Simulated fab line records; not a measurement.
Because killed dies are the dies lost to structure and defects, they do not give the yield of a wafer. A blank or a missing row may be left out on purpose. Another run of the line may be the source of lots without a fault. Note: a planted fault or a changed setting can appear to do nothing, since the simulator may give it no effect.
Chamber matching :: flow nand_harc :: 4 sister chambers for NHARC_A_STAIRCASE_ETCHBACK_157 on rie_diel-07
The step etches the open film in CH3F/O2, target depth 90 nm, time 167.14 s. 8 wafers are shown with their chamber, then 12 later ones without.

== WAFERS WITH THEIR CHAMBER ==
wafer: L084.6
chamber: 2
drypump_motor_current_A (A): 5.4
showerhead_plenum_p_Torr (Torr): 2.58

wafer: L086.1
chamber: 1
drypump_motor_current_A (A): 6.1
showerhead_plenum_p_Torr (Torr): 2.39

wafer: L088.2
chamber: 0
drypump_motor_current_A (A): 6.3
showerhead_plenum_p_Torr (Torr): 2.37

wafer: L088.3
chamber: 3
drypump_motor_current_A (A): 5.0
showerhead_plenum_p_Torr (Torr): 2.41

wafer: L088.6
chamber: 0
drypump_motor_current_A (A): 6.2
showerhead_plenum_p_Torr (Torr): 2.37

wafer: L092.1
chamber: 1
drypump_motor_current_A (A): 6.1
showerhead_plenum_p_Torr (Torr): 2.39

wafer: L092.2
chamber: 2
drypump_motor_current_A (A): 5.4
showerhead_plenum_p_Torr (Torr): 2.57

wafer: L092.4
chamber: 3
drypump_motor_current_A (A): 5.0
showerhead_plenum_p_Torr (Torr): 2.41

== WAFERS WITHOUT THEIR CHAMBER ==
wafer: L093.4
drypump_motor_current_A (A): 5.0
showerhead_plenum_p_Torr (Torr): 2.41

wafer: L093.5
drypump_motor_current_A (A): 5.0
showerhead_plenum_p_Torr (Torr): 2.41

wafer: L093.6
drypump_motor_current_A (A): 6.3
showerhead_plenum_p_Torr (Torr): 2.36

wafer: L094.2
drypump_motor_current_A (A): 6.3
showerhead_plenum_p_Torr (Torr): 2.36

wafer: L094.5
drypump_motor_current_A (A): 5.0
showerhead_plenum_p_Torr (Torr): 2.40

wafer: L094.6
drypump_motor_current_A (A): 6.2
showerhead_plenum_p_Torr (Torr): 2.36

wafer: L095.1
drypump_motor_current_A (A): 6.1
showerhead_plenum_p_Torr (Torr): 2.38

wafer: L095.2
drypump_motor_current_A (A): 5.4
showerhead_plenum_p_Torr (Torr): 2.57

wafer: L095.6
drypump_motor_current_A (A): 6.1
showerhead_plenum_p_Torr (Torr): 2.38

wafer: L096.1
drypump_motor_current_A (A): 5.0
showerhead_plenum_p_Torr (Torr): 2.40

wafer: L096.2
drypump_motor_current_A (A): 6.1
showerhead_plenum_p_Torr (Torr): 2.38

wafer: L096.5
drypump_motor_current_A (A): 6.2
showerhead_plenum_p_Torr (Torr): 2.36

== WHICH CHAMBER EACH WENT THROUGH ==
wafer: L093.4
from the rows above: 3
in truth: 3

wafer: L093.5
from the rows above: 3
in truth: 3

wafer: L093.6
from the rows above: 0
in truth: 0

wafer: L094.2
from the rows above: 0
in truth: 0

wafer: L094.5
from the rows above: 3
in truth: 3

wafer: L094.6
from the rows above: 0
in truth: 0

wafer: L095.1
from the rows above: 1
in truth: 1

wafer: L095.2
from the rows above: 2
in truth: 2

wafer: L095.6
from the rows above: 1
in truth: 1

wafer: L096.1
from the rows above: 3
in truth: 3

wafer: L096.2
from the rows above: 1
in truth: 1

wafer: L096.5
from the rows above: 0
in truth: 0
Correctly placed: 12 of 12. Can't be placed from these rows: 0. Number placed wrongly: 0.
How it was worked out, from the rows above alone: a wafer's distance from a chamber is the root of the sum, over the readings, of the square of ((its reading less the chamber's mean) divided by the reading's scatter). The wafer belongs to the nearest chamber; if the next one is less than 2 further off, it can't be placed. For every chamber, the mean is computed from those of its wafers that are shown. The scatter is the square root of a quotient: the sum, over the shown wafers, of each reading's squared deviation from its chamber's mean, divided by wafers minus chambers.
